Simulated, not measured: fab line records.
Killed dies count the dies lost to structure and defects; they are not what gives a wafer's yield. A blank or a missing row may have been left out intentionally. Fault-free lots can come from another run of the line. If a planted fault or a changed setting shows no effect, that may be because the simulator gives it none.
fab line records -- flow n5_finfet
record lots=7, wafers=21
route steps=1938 shown GATE_CUT@477 MOL_CONTACT_COAG@535 BEOL_M0_SAQP@643 BEOL_M0@715 BEOL_M2@847
start_h: hours from the record's first day to the start of the lot's first wafer shown -- wait_h: how many hours have passed since the lot's step before this one -- " as in the row above -- L1.1+2: one row covering several wafers at once -- - no value present, or no start provided -- * or withheld: withheld -- < > ~ a bound
route shown NAME@n: NAME is a module with steps in the file, n the number in the route of the first one -- usual: mean/standard deviation of fault-free wafers -- same: alike in all rows -- chamber/n: place in a boat -- sites: the reading at each site -- _std_site: their standard deviation -- _edge_site: inner sites' mean taken away from outer sites' mean -- radius_mm: how far each site lies from the wafer's centre -- mask NAME#n: copy n -- behind: the most recent tool/chamber to have shaped the wafer -- hold: cause of the lot's hold/its duration in hours/its outcome -- device: names the non-switching transistor (n, p or np) -- end of line: tests of these same wafers at the route's end -- a step with no rows: only its recipe -- killed: the dies lost at the first sort to structure and to defects; this is not the yield of the wafer -- map: a wafer's dies, marking killed ones x, the rest . and places with no die _
set.NAME: the run value of the setting; set.NAME@STEP: its run value at that earlier step -- model.NAME: the simulator's own value behind a step, which no gauge read
lots whose settings were changed on purpose; a table a step, a row a wafer
## steps
# step N5_GATE_CUT_HM_DEP_46
# recipe material=SiO2, target_thk_a=1300, temp_c=400, precursor=TEOS/O2, pressure_torr=6.5, rf_w=900, teos_flow_sccm=161.4, gas=O2, flow_sccm=2650, time_s=26.6
lot.wafer,tool,chamber,start_h,wait_h,set.time_s,model.SiO2_of_GATE_CUT_HM_DEP_46.thk_nm
L074.4,pecvd-04,2,81.07,0.1,26.6,129.4
L074.5,pecvd-04,0,81.07,0.1,26.6,131
L074.6,pecvd-04,1,81.07,0.1,23.08,114
L078.3,pecvd-01,0,107.72,0.0,26.6,129.6
L078.4+6,pecvd-01,"2,0",107.72,0.0,26.6,130.6
L083.3,pecvd-04,1,134.78,0.0,26.6,132.8
L083.4,pecvd-04,0,134.78,0.0,30.21,151.8
L083.5,pecvd-04,1,134.78,0.0,30.21,149.6
L085.2,pecvd-04,0,151.18,0.1,30,149
L085.3,pecvd-04,1,151.18,0.1,26.6,130.8
L085.6,pecvd-04,0,151.18,0.1,30,151.4
L088.1,pecvd-04,1,165.11,0.0,24.54,121
L088.2,pecvd-04,2,165.11,0.0,26.6,129.8
L088.5,pecvd-04,2,165.11,0.0,24.54,122
L091.1,pecvd-01,2,185.08,0.0,26.6,130.8
L091.3,pecvd-01,1,185.08,0.0,26.6,128.6
L091.4,pecvd-01,2,185.08,0.0,26.6,130.6
L092.4,pecvd-03,1,192.12,0.1,24.59,126
L092.5,pecvd-03,0,192.12,0.1,24.59,122.6
L092.6,pecvd-03,2,192.12,0.1,24.59,118
# step N5_GATE_CUT_COAT_34
# recipe resist=SOC, temp_c=250, time_s=60, spin_rpm=1500, resist_thk_nm=60
# step N5_GATE_CUT_COAT_35
# recipe resist=SiARC, temp_c=220, time_s=60, spin_rpm=1500, resist_thk_nm=10
# step N5_GATE_CUT_STRIP_38
# recipe chemistry=N2/H2, temp_c=40, n2_flow_sccm=200, h2_flow_sccm=200, rf_frequency_hz=6e+07
# step N5_GATE_CUT_STRIP_39
# recipe chemistry=N2/H2, temp_c=40, n2_flow_sccm=200, h2_flow_sccm=200, rf_frequency_hz=6e+07
# step N5_GATE_CUT_HM_OPEN_40
# recipe chemistry=C4F6/O2, target=SiO2, mask_material=SiARC, target_depth_a=1390, time_s=85.1, ion_energy_ev=250, pressure_mtorr=30, source_w=345, bias_w=185, Ar_flow_sccm=300, C4F6_flow_sccm=10, O2_flow_sccm=10, ends=cleared
# usual etch_rf_on_time_s=95.0/2.2
lot.wafer,tool,chamber,start_h,wait_h,set.time_s@GATE_CUT_HM_DEP_46,etch_rf_on_time_s,model.etch.depth_nm,model.SOC_of_GATE_CUT_COAT_34.thk_nm
L074.4,rie_diel-05,2,81.80,0.0,26.6,92.4,129.5,32.8
L074.5,rie_diel-05,3,81.80,0.0,26.6,94.9,130.9,33
L074.6,rie_diel-05,2,81.80,0.0,23.08,81.1,114,36.2
L078.3,rie_diel-02,1,108.34,0.0,26.6,94.9,129.5,32.8
L078.4,rie_diel-02,2,108.34,0.0,26.6,96.7,130.5,32.8
L078.6,rie_diel-02,0,108.34,0.0,26.6,92.5,130.6,33
L083.3,rie_diel-06,1,135.62,0.0,26.6,95.4,132.7,32.6
L083.4,rie_diel-06,2,135.62,0.0,30.21,109.6,151.9,29.2
L083.5,rie_diel-06,3,135.62,0.0,30.21,105.6,149.7,28.2
L085.2,rie_diel-05,0,151.93,0.0,30,108.3,148.9,28.8
L085.3,rie_diel-05,3,151.93,0.0,26.6,96.6,130.8,32.8
L085.6,rie_diel-05,3,151.93,0.0,30,111.4,151.4,28.2
L088.1,rie_diel-05,3,165.86,0.0,24.54,89.1,121,34.4
L088.2,rie_diel-05,0,165.86,0.0,26.6,95.3,129.9,32.6
L088.5,rie_diel-05,1,165.86,0.0,24.54,90.4,122,34.8
L091.1,rie_diel-05,0,186.28,0.0,26.6,94.9,130.9,32.4
L091.3,rie_diel-05,1,186.28,0.0,26.6,93.8,128.6,33.8
L091.4,rie_diel-05,2,186.28,0.0,26.6,92.3,130.6,32.4
L092.4,rie_diel-05,1,192.93,0.0,24.59,93.3,126,34.6
L092.5,rie_diel-05,1,192.93,0.0,24.59,91.3,122.5,35.2
L092.6,rie_diel-05,2,192.93,0.0,24.59,84.2,118,35
# step N5_GATE_CUT_STRIP_41
# recipe chemistry=CF4, resist=SiARC, power_w=300, bias_power_w=75, pressure_mtorr=50, cf4_flow_sccm=150, rf_frequency_hz=6e+07
# step N5_GATE_CUT_STRIP_42
# recipe chemistry=O2, power_w=400, temp_c=40, pressure_mtorr=30, rf_frequency_hz=6e+07, bias_power_w=0, overash_fraction=0.3, o2_flow_sccm=225
# step N5_GATE_CUT_ALD_22
# recipe material=SiNx, target_thk_a=160, temp_c=400, ald_precursor_family=SiH2I2, ald_co_reactant=N2/H2-plasma, pulse_time_s=1, ald_cycles=320, purge_time_s=2, co_reactant_purge_time_s=2, pressure_torr=2
# step N5_GATE_CUT_CMP_23
# recipe stop_on=SiO2, t_overpolish_s=23.4, post_cmp_clean=alkaline_brush, down_force_psi=2.5, platen_rpm=51.8, pad_velocity_m_s=1.0307, target_thk_nm=16
# step N5_GATE_CUT_THK_MEAS_24
# recipe reads=SiO2_of_GATE_CUT_HM_DEP_46+SiO2_flowable_of_ILD0_FCVD_FILL_01
# usual GC_FILL_THK=220.8/2.1
lot.wafer,tool,chamber,start_h,wait_h,set.time_s@GATE_CUT_HM_DEP_46,GC_FILL_THK[nm]
L074.4,film_metro-02,-,84.26,-,26.6,218.5
L074.5,film_metro-02,-,84.26,-,26.6,219.2
L074.6,film_metro-02,-,84.26,-,23.08,203.4
L078.3,film_metro-01,-,110.82,0.2,26.6,219.4
L078.4,film_metro-01,-,110.82,0.2,26.6,220.9
L078.6,film_metro-01,-,110.82,0.2,26.6,221.1
L083.3,film_metro-01,-,138.57,-,26.6,224.9
L083.4,film_metro-01,-,138.57,-,30.21,242.5
L083.5,film_metro-01,-,138.57,-,30.21,241.9
L085.2,film_metro-02,-,155.29,-,30,238.2
L085.3,film_metro-02,-,155.29,-,26.6,220.7
L085.6,film_metro-02,-,155.29,-,30,240.6
L088.1,film_metro-01,-,168.50,-,24.54,211.5
L088.2,film_metro-01,-,168.50,-,26.6,218.8
L088.5,film_metro-01,-,168.50,-,24.54,212.9
L091.1,film_metro-02,-,188.81,-,26.6,220.6
L091.3,film_metro-02,-,188.81,-,26.6,218.1
L091.4,film_metro-02,-,188.81,-,26.6,220.2
L092.4,film_metro-02,-,195.39,-,24.59,216.9
L092.5,film_metro-02,-,195.39,-,24.59,213.4
L092.6,film_metro-02,-,195.39,-,24.59,207.1
# step N5_GATE_CUT_CMP_43
# recipe material=SiO2, post_cmp_clean=rinse_only
lot.wafer,tool,chamber,start_h,wait_h,set.time_s@GATE_CUT_HM_DEP_46,model.SiO2_of_GATE_CUT_HM_DEP_46.thk_nm
L074.4+5,cmp-02,1,84.37,0.1,26.6,5
L074.6,cmp-02,0,84.37,0.1,23.08,4.2
L078.4+3+6,cmp-02,"3,0,3",110.85,0.0,26.6,5
L083.3,cmp-04,3,138.60,0.0,26.6,5.2
L083.4+5,cmp-04,"2,3",138.60,0.0,30.21,6
L085.2+6,cmp-04,1,155.32,0.0,30,6
L085.3,cmp-04,2,155.32,0.0,26.6,5
L088.1+5,cmp-04,"3,2",168.61,0.1,24.54,4.6
L088.2,cmp-04,0,168.61,0.1,26.6,5
L091.4+1+3,cmp-02,"2,3,0",188.84,0.0,26.6,5
L092.4,cmp-04,2,195.66,0.3,24.59,4.8
L092.6,cmp-04,3,195.66,0.3,24.59,4.4
L092.5,cmp-04,0,195.66,0.3,24.59,4.6
# step N5_MOL_CONTACT_COAG_CONTACT_ETCH_14
# recipe chemistry=C4F6/O2, target=SiO2, target_depth_a=275, overetch_a=85, mask_material=SOC, pressure_mtorr=30, source_w=370, bias_w=185, Ar_flow_sccm=300, C4F6_flow_sccm=16, O2_flow_sccm=10, time_s=20, ion_energy_ev=259.6
# usual rf_vpp_V=692.7/3
lot.wafer,tool,chamber,start_h,wait_h,set.source_w,rf_vpp_V
L074.4,rie_diel-03,1,85.74,0.0,428.7,652.5
L074.5,rie_diel-03,2,85.74,0.0,428.7,668.1
L074.6,rie_diel-03,0,85.74,0.0,370,693.8
L078.3,rie_diel-03,1,112.16,0.0,370,691.4
L078.4,rie_diel-03,0,112.16,0.0,370,692.0
L078.6,rie_diel-03,3,112.16,0.0,370,688.7
L083.3,rie_diel-04,2,140.17,0.0,370,696.5
L083.4,rie_diel-04,3,140.17,0.0,370,695.7
L083.5,rie_diel-04,1,140.17,0.0,370,690.4
L085.2,rie_diel-03,2,156.77,0.0,370,696.1
L085.3,rie_diel-03,1,156.77,0.0,370,689.2
L085.6,rie_diel-03,3,156.77,0.0,370,690.4
L088.1,rie_diel-03,1,169.84,0.0,370,689.5
L088.2,rie_diel-03,2,169.84,0.0,370,696.1
L088.5,rie_diel-03,1,169.84,0.0,400.6,665.6
L091.1,rie_diel-03,1,190.29,0.0,370,689.7
L091.3,rie_diel-03,2,190.29,0.0,413.8,674.1
L091.4,rie_diel-03,3,190.29,0.0,413.8,664.8
L092.4,rie_diel-03,1,196.73,0.0,331.9,704.8
L092.5,rie_diel-03,0,196.73,0.0,331.9,703.7
L092.6,rie_diel-03,3,196.73,0.0,370,687.8
# step N5_MOL_CONTACT_COAG_COAT_64
# recipe resist=underlayer, temp_c=205, time_s=60, spin_rpm=1500, resist_thk_nm=10
lot.wafer,tool,chamber,start_h,wait_h,set.spin_rpm,model.underlayer_of_MOL_CONTACT_COAG_COAT_64.thk_nm
L074.4+5+6,litho_track-04,0,-,-,1500,10
L078.3+4+6,litho_track-04,0,-,-,1500,10
L083.3+5,litho_track-04,0,-,-,1665,9.6
L083.4,litho_track-04,0,-,-,1500,10
L085.2,litho_track-03,0,-,-,1644,9.6
L085.3+6,litho_track-03,0,-,-,1500,10
L088.1+2+5,litho_track-03,0,-,-,1386,10.4
L091.1+4,litho_track-01,0,-,-,1500,10
L091.3,litho_track-01,0,-,-,1553,9.8
L092.4,litho_track-04,0,-,-,1406,10.4
L092.5+6,litho_track-04,0,-,-,1500,10
# step N5_MOL_CONTACT_COAG_COAT_34
# recipe resist=CAR-EUV, spin_rpm=1500, resist_thk_nm=40
# step N5_MOL_CONTACT_COAG_EBR_36
# recipe solvent=PGMEA, ebr_width_mm=1.5
# step N5_MOL_CONTACT_COAG_DESCUM_45
# recipe chemistry=O2, time_s=7, source_power_w=50, bias_power_w=20, pressure_mtorr=20, rf_frequency_hz=2.712e+07, temp_c=40, resist=CAR-EUV, o2_flow_sccm=225
# step N5_MOL_CONTACT_COAG_ETCH_65
# recipe chemistry=N2/H2, target=underlayer, target_depth_a=130, mask_material=CAR-EUV, time_s=10.4, ion_energy_ev=200, pressure_mtorr=30, source_w=840, bias_w=150, n2_flow_sccm=200, h2_flow_sccm=200, ends=cleared
lot.wafer,tool,chamber,start_h,wait_h,set.spin_rpm@MOL_CONTACT_COAG_COAT_64,model.etch.depth_nm
L074.4,rie_diel-01,0,96.41,0.0,1500,10.01
L074.5+6,rie_diel-01,"0,3",96.41,0.0,1500,10.03
L078.3+4,rie_diel-04,"2,0",122.06,0.0,1500,10.01
L078.6,rie_diel-04,1,122.06,0.0,1500,10
L083.3,rie_diel-01,1,151.33,0.0,1665,9.546
L083.4,rie_diel-01,0,151.33,0.0,1500,10.08
L083.5,rie_diel-01,2,151.33,0.0,1665,9.585
L085.2,rie_diel-01,2,168.96,0.0,1644,9.558
L085.3,rie_diel-01,3,168.96,0.0,1500,10.01
L085.6,rie_diel-01,1,168.96,0.0,1500,9.994
L088.1+2+5,rie_diel-04,"1,3,0",181.16,0.0,1386,10.41
L091.1,rie_diel-03,3,202.74,0.0,1500,9.929
L091.3,rie_diel-03,2,202.74,0.0,1553,9.757
L091.4,rie_diel-03,1,202.74,0.0,1500,9.972
L092.4,rie_diel-03,2,207.15,0.0,1406,10.35
L092.5,rie_diel-03,1,207.15,0.0,1500,9.997
L092.6,rie_diel-03,3,207.15,0.0,1500,10.01
# step N5_BEOL_M0_SAQP_COAT_08
# recipe resist=CAR-ArF, spin_rpm=1500, resist_thk_nm=90
lot.wafer,tool,chamber,start_h,wait_h,set.spin_rpm,model.CAR-ArF_of_BEOL_M0_SAQP_COAT_08.thk_nm
L074.4,litho_track-02,0,-,-,1500,89.8
L074.5,litho_track-02,0,-,-,1595,87.2
L074.6,litho_track-02,0,-,-,1595,87.4
L078.3+4,litho_track-02,0,-,-,1500,89.6
L078.6,litho_track-02,0,-,-,1500,89.8
L083.3+5,litho_track-01,0,-,-,1500,89.8
L083.4,litho_track-01,0,-,-,1500,89.6
L085.2,litho_track-05,0,-,-,1595,87.6
L085.3,litho_track-05,0,-,-,1500,89.8
L085.6,litho_track-05,0,-,-,1595,87.2
L088.1,litho_track-02,0,-,-,1373,93.6
L088.2,litho_track-02,0,-,-,1373,93.8
L088.5,litho_track-02,0,-,-,1500,89.8
L091.1,litho_track-01,0,-,-,1500,90
L091.3+4,litho_track-01,0,-,-,1364,94
L092.4,litho_track-02,0,-,-,1500,89.6
L092.5,litho_track-02,0,-,-,1653,85.8
L092.6,litho_track-02,0,-,-,1500,89.8
# step N5_BEOL_M0_ETCH_138
# recipe chemistry=CH3F/O2, target_depth_a=120, target=SiCN, time_s=31.6, ion_energy_ev=120, pressure_mtorr=30, source_w=395, bias_w=75, Ar_flow_sccm=150, CH3F_flow_sccm=30, O2_flow_sccm=20, ends=cleared
# usual rf_vpp_V=297.5/1.6
lot.wafer,tool,chamber,start_h,wait_h,set.bias_w,rf_vpp_V
L074.4,rie_diel-03,0,110.71,0.0,75,296.9
L074.5,rie_diel-03,1,110.71,0.0,75,295.2
L074.6,rie_diel-03,2,110.71,0.0,75,299.0
L078.3,rie_diel-03,2,134.71,0.0,75,299.2
L078.4,rie_diel-03,0,134.71,0.0,75,298.1
L078.6,rie_diel-03,2,134.71,0.0,75,300.2
L083.3,rie_diel-04,0,167.27,0.0,75,296.3
L083.4,rie_diel-04,2,167.27,0.0,75,298.8
L083.5,rie_diel-04,0,167.27,0.0,75,297.2
L085.2,rie_diel-04,0,185.00,0.0,68.9,280.4
L085.3,rie_diel-04,1,185.00,0.0,68.9,282.0
L085.6,rie_diel-04,2,185.00,0.0,75,300.1
L088.1,rie_diel-01,2,194.01,0.0,65.63,272.0
L088.2,rie_diel-01,0,194.01,0.0,75,297.2
L088.5,rie_diel-01,1,194.01,0.0,75,299.7
L091.1,rie_diel-01,3,216.63,0.0,75,297.8
L091.3,rie_diel-01,2,216.63,0.0,75,298.5
L091.4,rie_diel-01,0,216.63,0.0,75,296.5
L092.4,rie_diel-04,0,220.65,0.0,79.3,310.1
L092.5,rie_diel-04,3,220.65,0.0,75,297.8
L092.6,rie_diel-04,1,220.65,0.0,79.3,307.9
# step N5_BEOL_M2_COAT_73
# recipe resist=underlayer, temp_c=205, time_s=60, spin_rpm=1500, resist_thk_nm=5
lot.wafer,tool,chamber,start_h,wait_h,set.spin_rpm
L074.4+5+6,litho_track-04,0,-,-,1500
L078.3+4+6,litho_track-05,0,-,-,1500
L083.3+5,litho_track-02,0,-,-,1614
L083.4,litho_track-02,0,-,-,1500
L085.2+3+6,litho_track-05,0,-,-,1348
L088.1+2+5,litho_track-05,0,-,-,1451
L091.1,litho_track-04,0,-,-,1545
L091.3+4,litho_track-04,0,-,-,1500
L092.4+5+6,litho_track-02,0,-,-,1500
# step N5_BEOL_M2_EXPOSE_08
# recipe mask_id=M2, na=0.33, source_shape=dipole, sigma_inner=0.369, sigma_outer=0.767, polarization=unpolarized, dose_mj=41.25
lot.wafer,tool,chamber,start_h,wait_h,mask,set.dose_mj
L074.4+5+6,euv_scanner-02,0,176.47,-,M2#0,41.25
L078.3+4+6,euv_scanner-02,0,190.40,-,M2#0,41.25
L083.3+4+5,euv_scanner-02,0,211.90,-,M2#0,41.25
L085.2,euv_scanner-01,0,228.73,-,M2#0,41.25
L085.3+6,euv_scanner-01,0,228.73,-,M2#0,38.77
L088.1+2+5,euv_scanner-02,0,236.21,-,M2#0,41.25
L091.1+3,euv_scanner-02,0,245.27,-,M2#0,41.25
L091.4,euv_scanner-02,0,245.27,-,M2#0,44.3
L092.4+5+6,euv_scanner-01,0,259.67,-,M2#0,41.25
# step N5_BEOL_M2_PEB_09
# recipe peb_temp_c=100, peb_time_s=60, resist=CAR-EUV
# step N5_BEOL_M2_DEVELOP_10
# recipe develop_time_s=30, developer=TMAH, resist=CAR-EUV, rinse_liquid=surfactant_rinse, dry=air_spin, dev_temp_c=23
# step N5_BEOL_M2_DESCUM_16
# recipe chemistry=O2, time_s=7, source_power_w=50, bias_power_w=20, pressure_mtorr=20, rf_frequency_hz=2.712e+07, temp_c=40, resist=CAR-EUV, o2_flow_sccm=225
# step N5_BEOL_M2_ETCH_74
# recipe chemistry=N2/H2, target=underlayer, target_depth_a=65, mask_material=CAR-EUV, time_s=5.2, ion_energy_ev=200, pressure_mtorr=30, source_w=840, bias_w=150, n2_flow_sccm=200, h2_flow_sccm=200, ends=cleared
lot.wafer,tool,chamber,start_h,wait_h,set.spin_rpm@BEOL_M2_COAT_73,set.dose_mj@BEOL_M2_EXPOSE_08,model.BEOL_M2.cd_offset_nm,model.etch.depth_nm
L074.4,rie_diel-03,0,176.73,0.0,1500,41.25,0,5.02
L074.5,rie_diel-03,0,176.73,0.0,1500,41.25,0.2,5.042
L074.6,rie_diel-03,1,176.73,0.0,1500,41.25,0,5.023
L078.3,rie_diel-01,0,190.75,0.0,1500,41.25,0.4,5.023
L078.4,rie_diel-01,2,190.75,0.0,1500,41.25,0.4,5.024
L078.6,rie_diel-01,1,190.75,0.0,1500,41.25,0,5.016
L083.3,rie_diel-04,1,212.25,0.0,1614,41.25,0.2,4.812
L083.4,rie_diel-04,0,212.25,0.0,1500,41.25,0,5.003
L083.5,rie_diel-04,1,212.25,0.0,1614,41.25,0.2,4.823
L085.2,rie_diel-03,1,229.01,0.0,1348,41.25,-0.2,5.274
L085.3,rie_diel-03,2,229.01,0.0,1348,38.77,-1.2,5.289
L085.6,rie_diel-03,0,229.01,0.0,1348,38.77,-1.4,5.278
L088.1,rie_diel-03,3,236.50,0.0,1451,41.25,0.2,5.059
L088.2,rie_diel-03,1,236.50,0.0,1451,41.25,0.2,5.091
L088.5,rie_diel-03,0,236.50,0.0,1451,41.25,-0.2,5.074
L091.1,rie_diel-04,0,245.56,0.0,1545,41.25,-0.2,4.919
L091.3,rie_diel-04,2,245.56,0.0,1500,41.25,-0.2,5.004
L091.4,rie_diel-04,3,245.56,0.0,1500,44.3,1.2,5.003
L092.4,rie_diel-04,2,260.13,0.0,1500,41.25,0.4,5.041
L092.5,rie_diel-04,0,260.13,0.0,1500,41.25,0,5.022
L092.6,rie_diel-04,3,260.13,0.0,1500,41.25,0.2,5.011
# step N5_BEOL_M2_ETCH_63
# recipe chemistry=CF4, target=SiARC, target_depth_a=156, mask_material=CAR-EUV, time_s=26, ion_energy_ev=80, pressure_mtorr=40, source_w=545, bias_w=36, Ar_flow_sccm=100, cf4_flow_sccm=100, ends=cleared
# step N5_BEOL_M2_ETCH_64
# recipe chemistry=N2/H2, target=SOC, target_depth_a=750, overetch_a=225, mask_material=SiARC, temp_c=40, time_s=121.9, ion_energy_ev=200, pressure_mtorr=30, source_w=840, bias_w=150, n2_flow_sccm=200, h2_flow_sccm=200
lot.wafer,tool,chamber,start_h,wait_h,set.dose_mj@BEOL_M2_EXPOSE_08,model.BEOL_M2.cd_offset_nm
L074.4+5+6,rie_diel-03,"0,0,1",176.78,0.0,41.25,0
L078.3,rie_diel-01,0,190.80,0.0,41.25,0
L078.4,rie_diel-01,2,190.80,0.0,41.25,-0.2
L078.6,rie_diel-01,1,190.80,0.0,41.25,-0.4
L083.3,rie_diel-04,1,212.30,0.0,41.25,0.6
L083.4,rie_diel-04,0,212.30,0.0,41.25,0
L083.5,rie_diel-04,1,212.30,0.0,41.25,0.4
L085.2,rie_diel-03,1,229.05,0.0,41.25,0
L085.3,rie_diel-03,2,229.05,0.0,38.77,-1.2
L085.6,rie_diel-03,0,229.05,0.0,38.77,-1.4
L088.1,rie_diel-03,3,236.55,0.0,41.25,-0.2
L088.2,rie_diel-03,1,236.55,0.0,41.25,0.2
L088.5,rie_diel-03,0,236.55,0.0,41.25,0
L091.1,rie_diel-04,0,245.61,0.0,41.25,-0.4
L091.3,rie_diel-04,2,245.61,0.0,41.25,-0.6
L091.4,rie_diel-04,3,245.61,0.0,44.3,1.4
L092.4+6,rie_diel-04,"2,3",260.17,0.0,41.25,0.2
L092.5,rie_diel-04,0,260.17,0.0,41.25,0
# step N5_BEOL_M2_STRIP_65
# recipe chemistry=N2/H2, temp_c=40, n2_flow_sccm=200, h2_flow_sccm=200, rf_frequency_hz=6e+07
# step N5_BEOL_M2_STRIP_75
# recipe chemistry=N2/H2, temp_c=40, n2_flow_sccm=200, h2_flow_sccm=200, rf_frequency_hz=6e+07
# step N5_BEOL_M2_STRIP_66
# recipe chemistry=CF4, resist=SiARC, power_w=300, bias_power_w=75, pressure_mtorr=50, cf4_flow_sccm=150, rf_frequency_hz=6e+07
# step N5_BEOL_M2_HM_OPEN_17
# recipe chemistry=Cl2/BCl3, target_depth_a=200, overetch_a=60, target=TiN, mask_material=SOC, ion_energy_ev=150, pressure_mtorr=10, icp_w=1000, bias_w=126, Cl2_flow_sccm=53.25, bcl3_flow_sccm=21.75, Ar_flow_sccm=25
lot.wafer,tool,chamber,start_h,wait_h,set.dose_mj@BEOL_M2_EXPOSE_08,model.BEOL_M2.cd_offset_nm
L074.4,rie_metal-03,0,176.98,0.1,41.25,0
L074.5+6,rie_metal-03,"0,1",176.98,0.1,41.25,0.2
L078.3+4,rie_metal-03,"0,1",191.00,0.1,41.25,0.2
L078.6,rie_metal-03,0,191.00,0.1,41.25,-0.2
L083.3,rie_metal-03,0,212.50,0.1,41.25,0.6
L083.4,rie_metal-03,1,212.50,0.1,41.25,0
L083.5,rie_metal-03,1,212.50,0.1,41.25,0.8
L085.2,rie_metal-02,0,229.23,0.0,41.25,0.2
L085.3,rie_metal-02,1,229.23,0.0,38.77,-1.4
L085.6,rie_metal-02,0,229.23,0.0,38.77,-1.2
L088.1,rie_metal-03,0,236.72,0.0,41.25,-0.2
L088.2,rie_metal-03,1,236.72,0.0,41.25,0.4
L088.5,rie_metal-03,0,236.72,0.0,41.25,0
L091.1+3,rie_metal-01,"1,0",245.78,0.0,41.25,-0.4
L091.4,rie_metal-01,1,245.78,0.0,44.3,1.2
L092.4,rie_metal-01,1,260.38,0.1,41.25,0
L092.5,rie_metal-01,1,260.38,0.1,41.25,-0.2
L092.6,rie_metal-01,0,260.38,0.1,41.25,0.2
# step N5_BEOL_M2_STRIP_19
# recipe chemistry=O2, power_w=400, temp_c=40, pressure_mtorr=30, rf_frequency_hz=6e+07, bias_power_w=0, overash_fraction=0.2, o2_flow_sccm=225
# step N5_BEOL_M2_CD_MEAS_18
# recipe pitch_nm=36, target_cd_nm=18
# usual cd_nm=18.1/0.44
lot.wafer,tool,chamber,start_h,wait_h,set.dose_mj@BEOL_M2_EXPOSE_08,cd_nm
L074.4,cd_sem-02,-,177.14,0.1,41.25,18.3
L074.5,cd_sem-02,-,177.14,0.1,41.25,17.8
L074.6,cd_sem-02,-,177.14,0.1,41.25,18.1
L078.3,cd_sem-02,-,191.17,0.1,41.25,18.4
L078.4,cd_sem-02,-,191.17,0.1,41.25,18.3
L078.6,cd_sem-02,-,191.17,0.1,41.25,17.7
L083.3,cd_sem-03,-,212.65,0.1,41.25,18.7
L083.4,cd_sem-03,-,212.65,0.1,41.25,18.2
L083.5,cd_sem-03,-,212.65,0.1,41.25,18.7
L085.2,cd_sem-03,-,229.41,0.1,41.25,18.4
L085.3,cd_sem-03,-,229.41,0.1,38.77,16.5
L085.6,cd_sem-03,-,229.41,0.1,38.77,17.0
L088.1,cd_sem-01,-,236.90,0.0,41.25,17.8
L088.2,cd_sem-01,-,236.90,0.0,41.25,18.9
L088.5,cd_sem-01,-,236.90,0.0,41.25,18.0
L091.1,cd_sem-01,-,245.96,0.0,41.25,17.5
L091.3,cd_sem-01,-,245.96,0.0,41.25,17.6
L091.4,cd_sem-01,-,245.96,0.0,44.3,19.4
L092.4,cd_sem-03,-,260.53,0.0,41.25,18.1
L092.5,cd_sem-03,-,260.53,0.0,41.25,18.1
L092.6,cd_sem-03,-,260.53,0.0,41.25,17.9
## key
split step=N5_GATE_CUT_HM_DEP_46, setting=time_s, stated=26.6, by=wafer
response step=N5_GATE_CUT_HM_DEP_46, reading=model.SiO2_of_GATE_CUT_HM_DEP_46.thk_nm, change=+1.32, per=1%, r=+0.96
response step=N5_GATE_CUT_HM_OPEN_40, reading=etch_rf_on_time_s, change=*, per=1%, r=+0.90
response step=N5_GATE_CUT_HM_OPEN_40, reading=model.etch.depth_nm, change=+1.32, per=1%, r=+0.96
response step=N5_GATE_CUT_HM_OPEN_40, reading=model.SOC_of_GATE_CUT_COAT_34.thk_nm, change=-0.287, per=1%, r=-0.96
response step=N5_GATE_CUT_THK_MEAS_24, reading=GC_FILL_THK, change=+1.25, per=1%, r=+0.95
response step=N5_GATE_CUT_CMP_43, reading=model.SiO2_of_GATE_CUT_HM_DEP_46.thk_nm, change=+0.0641, per=1%, r=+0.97
split step=N5_MOL_CONTACT_COAG_CONTACT_ETCH_14, setting=source_w, stated=370, by=wafer
response step=N5_MOL_CONTACT_COAG_CONTACT_ETCH_14, reading=rf_vpp_V, change=-2.06, per=1%, r=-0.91
split step=N5_MOL_CONTACT_COAG_COAT_64, setting=spin_rpm, stated=1500, by=wafer
response step=N5_MOL_CONTACT_COAG_COAT_64, reading=model.underlayer_of_MOL_CONTACT_COAG_COAT_64.thk_nm, change=-0.0432, per=1%, r=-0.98
response step=N5_MOL_CONTACT_COAG_ETCH_65, reading=model.etch.depth_nm, change=-0.0483, per=1%, r=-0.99
split step=N5_BEOL_M0_SAQP_COAT_08, setting=spin_rpm, stated=1500, by=wafer
response step=N5_BEOL_M0_SAQP_COAT_08, reading=model.CAR-ArF_of_BEOL_M0_SAQP_COAT_08.thk_nm, change=-0.414, per=1%, r=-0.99
split step=N5_BEOL_M0_ETCH_138, setting=bias_w, stated=75, by=wafer
response step=N5_BEOL_M0_ETCH_138, reading=rf_vpp_V, change=+2.15, per=1%, r=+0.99
split step=N5_BEOL_M2_COAT_73, setting=spin_rpm, stated=1500, by=wafer
response step=N5_BEOL_M2_ETCH_74, reading=model.etch.depth_nm, change=-0.0249, per=1%, r=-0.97
split step=N5_BEOL_M2_EXPOSE_08, setting=dose_mj, stated=41.25, by=wafer
response step=N5_BEOL_M2_ETCH_74, reading=model.BEOL_M2.cd_offset_nm, change=+0.187, per=1%, r=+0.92
response step=N5_BEOL_M2_ETCH_64, reading=model.BEOL_M2.cd_offset_nm, change=+0.241, per=1%, r=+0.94
response step=N5_BEOL_M2_HM_OPEN_17, reading=model.BEOL_M2.cd_offset_nm, change=+0.23, per=1%, r=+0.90
response step=N5_BEOL_M2_CD_MEAS_18, reading=cd_nm, change=+0.263, per=1%, r=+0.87
